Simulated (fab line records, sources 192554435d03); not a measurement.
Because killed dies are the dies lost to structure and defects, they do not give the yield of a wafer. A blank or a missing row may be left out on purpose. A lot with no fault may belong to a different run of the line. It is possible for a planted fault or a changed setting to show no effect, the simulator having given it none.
Matching of chambers ; flow n5Finfet ; N5_HKMG_FIN_PWFM_ALD_03 on aldMetal-04 has 4 sister chambers
The step deposits TiN, target thk 2 nm, pulse time 1 s, purge time 3 s. 22 wafers are shown with their chamber, then 11 later ones without.

== WAFERS, EACH WITH ITS CHAMBER ==
wafer;chamber;heaterPowerW (W);precursorPulseHeightRel
L074.2;3;920;1.010
L074.5;2;845;0.985
L074.6;1;822;1.027
L076.3;2;865;0.990
L076.5;0;916;1.013
L076.6;3;926;1.016
L082.1;2;848;0.973
L082.2;0;920;1.012
L082.3;1;833;0.969
L082.4;3;938;1.010
L082.5;1;794;0.979
L082.6;2;851;1.008
L084.1;2;819;0.997
L084.3;1;810;0.994
L084.5;3;933;0.980
L086.3;2;832;1.012
L086.5;3;957;1.039
L086.6;2;832;1.002
L090.1;3;939;1.036
L090.2;2;863;0.997
L090.3;0;892;0.957
L090.4;1;809;1.012

SIGNATURES (averages over the wafers above)
reading;chamber 0;chamber 1;chamber 2;chamber 3;scatter within a chamber
heaterPowerW;909.33;813.60;844.38;935.50;14.8
precursorPulseHeightRel;0.99400;0.99620;0.99550;1.01517;0.0207
Rule: a wafer's distance from a chamber is the root of the sum, over the readings, of the square of ((its reading less the chamber's mean) divided by the reading's scatter). The wafer belongs to the nearest chamber; if the next one is less than 2 further off, it can't be placed. How the scatter is found: for the shown wafers, subtract from each reading the mean of its chamber, square and add these, divide the total by (wafers less chambers), then take the root.

== WAFERS WITHOUT THEIR CHAMBER ==
wafer;heaterPowerW (W);precursorPulseHeightRel
L090.5;907;1.004
L090.6;816;1.015
L091.2;917;0.998
L091.4;790;1.001
L091.6;814;1.001
L094.3;817;1.005
L094.4;964;0.993
L094.6;925;1.025
L096.2;790;1.015
L096.3;847;0.991
L096.5;857;0.999

== EACH ONE'S CHAMBER ==
wafer;from the rows above;in truth
L090.5;can't be placed: 0 or 3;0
L090.6;can't be placed: 1 or 2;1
L091.2;can't be placed: 0 or 3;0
L091.4;1;1
L091.6;can't be placed: 1 or 2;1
L094.3;can't be placed: 1 or 2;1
L094.4;can't be placed: 3 or 0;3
L094.6;can't be placed: 3 or 0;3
L096.2;can't be placed: 1 or 2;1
L096.3;can't be placed: 2 or 1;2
L096.5;2;2
Placed correctly: 2 of 11. Can't be placed from these rows: 9 (the true chamber is among the candidates in 9). 0 placed wrongly.
